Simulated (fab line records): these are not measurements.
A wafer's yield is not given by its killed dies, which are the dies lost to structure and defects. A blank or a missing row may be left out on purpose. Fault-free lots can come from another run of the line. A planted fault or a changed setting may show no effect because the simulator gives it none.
Matching of chambers ; flow nand harc ; NHARC_P_BONDPAD_CMP_19 on cmp-02 has 4 sister chambers
The step polishes, t overpolish 30 s, cu recess touch 16 s, target thk 160.81 nm. 4 wafers are shown with their chamber, then 9 later ones without.

WAFERS PAIRED WITH THEIR CHAMBERS
wafer;chamber;motor current A (A)
L087.5;1;13.9
L089.3;0;12.2
L089.5;2;12.6
L089.6;3;11.3

WAFERS MISSING THEIR CHAMBER
wafer;motor current A (A)
L094.1;12.2
L094.3;13.3
L094.4;10.9
L096.2;12.3
L096.3;12.0
L096.5;10.9
L097.2;11.4
L097.4;11.9
L097.5;12.5

CHAMBER TAKEN BY EACH
wafer;from the rows above;in truth
L094.1;can't be placed: 0 or 2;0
L094.3;can't be placed: 1 or 2 or 0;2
L094.4;3;3
L096.2;can't be placed: 0 or 2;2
L096.3;can't be placed: 0 or 2 or 3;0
L096.5;3;3
L097.2;3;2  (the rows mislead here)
L097.4;can't be placed: 0 or 3 or 2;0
L097.5;can't be placed: 2 or 0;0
Correctly placed: 2 of 9. Can't be placed from these rows: 6 (the true chamber is among the candidates in 6). 1 placed wrongly.
How it was worked out, from the rows above alone: a wafer's distance from a chamber is the root of the sum, over the readings, of the square of ((its reading less the chamber's mean) divided by the reading's scatter). If the next closest chamber is less than 2 further off than the closest, the wafer can't be placed; otherwise it belongs to the closest. The mean given for a chamber averages the wafers shown for that chamber. The scatter (one wafer shown for each chamber): square how far every hidden wafer sits from the nearest shown wafer, average those squares and take the square root.
